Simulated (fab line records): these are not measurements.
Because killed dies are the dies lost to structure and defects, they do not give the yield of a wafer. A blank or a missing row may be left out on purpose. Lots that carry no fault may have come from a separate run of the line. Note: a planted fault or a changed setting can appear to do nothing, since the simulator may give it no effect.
Matching of chambers -- flow n5_finfet -- N5_BEOL_M3_ETCH_63 on rie_diel-03: 4 sister chambers
The step etches SiARC in CF4, target depth 15.6 nm, time 26 s. 16 wafers are shown with their chamber, then 8 later ones without.

WAFERS WITH THEIR CHAMBER
wafer,chamber,showerhead_plenum_p_Torr (Torr),etch_rf_on_time_s (s),throttle_valve_pct (%)
L074.1,3,2.04,24.9,15.63
L074.3,2,2.01,25.1,15.92
L074.5,1,2.23,26.1,15.96
L075.2,1,2.23,26.1,15.98
L075.4,3,2.04,24.9,15.62
L075.6,0,2.20,27.9,15.63
L076.2,2,2.01,25.1,15.96
L076.4,3,2.04,24.8,15.63
L076.6,2,2.01,25.1,15.94
L081.1,1,2.23,26.6,16.01
L081.5,1,2.23,26.3,15.99
L081.6,0,2.20,27.5,15.66
L083.1,1,2.23,26.2,16.01
L083.2,3,2.04,24.8,15.66
L083.5,1,2.23,26.3,16.00
L093.1,3,2.03,24.8,15.68

SIGNATURES, as means of the wafers listed above
reading,chamber 0,chamber 1,chamber 2,chamber 3,scatter within a chamber
showerhead_plenum_p_Torr,2.2000,2.2300,2.0100,2.0380,0.00258
etch_rf_on_time_s,27.700,26.267,25.100,24.840,0.149
throttle_valve_pct,15.6450,15.9917,15.9400,15.6440,0.0217
Rule: distance of a wafer from a chamber = root of the sum over the readings of ((wafer's reading minus chamber's mean) / reading's scatter) squared. The wafer belongs to the nearest chamber; if the next one is less than 2 further off, it can't be placed. How the scatter is found: for the shown wafers, subtract from each reading the mean of its chamber, square and add these, divide the total by (wafers less chambers), then take the root.

WAFERS WHOSE CHAMBER IS MISSING
wafer,showerhead_plenum_p_Torr (Torr),etch_rf_on_time_s (s),throttle_valve_pct (%)
L093.2,2.19,27.8,15.73
L093.3,2.25,24.7,15.53
L095.1,2.19,28.0,15.71
L095.3,2.22,26.0,16.04
L095.6,2.19,27.8,15.71
L097.1,2.25,25.1,15.51
L097.3,2.22,26.4,16.04
L097.6,2.03,25.0,15.72

CHAMBER TAKEN BY EACH
wafer,from the rows above,in truth
L093.2,0,0
L093.3,1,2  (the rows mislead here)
L095.1,0,0
L095.3,1,1
L095.6,0,0
L097.1,1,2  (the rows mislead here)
L097.3,1,1
L097.6,3,3
6 of 8 placed correctly. Left unplaced by these rows: 0. Wrongly placed: 2.
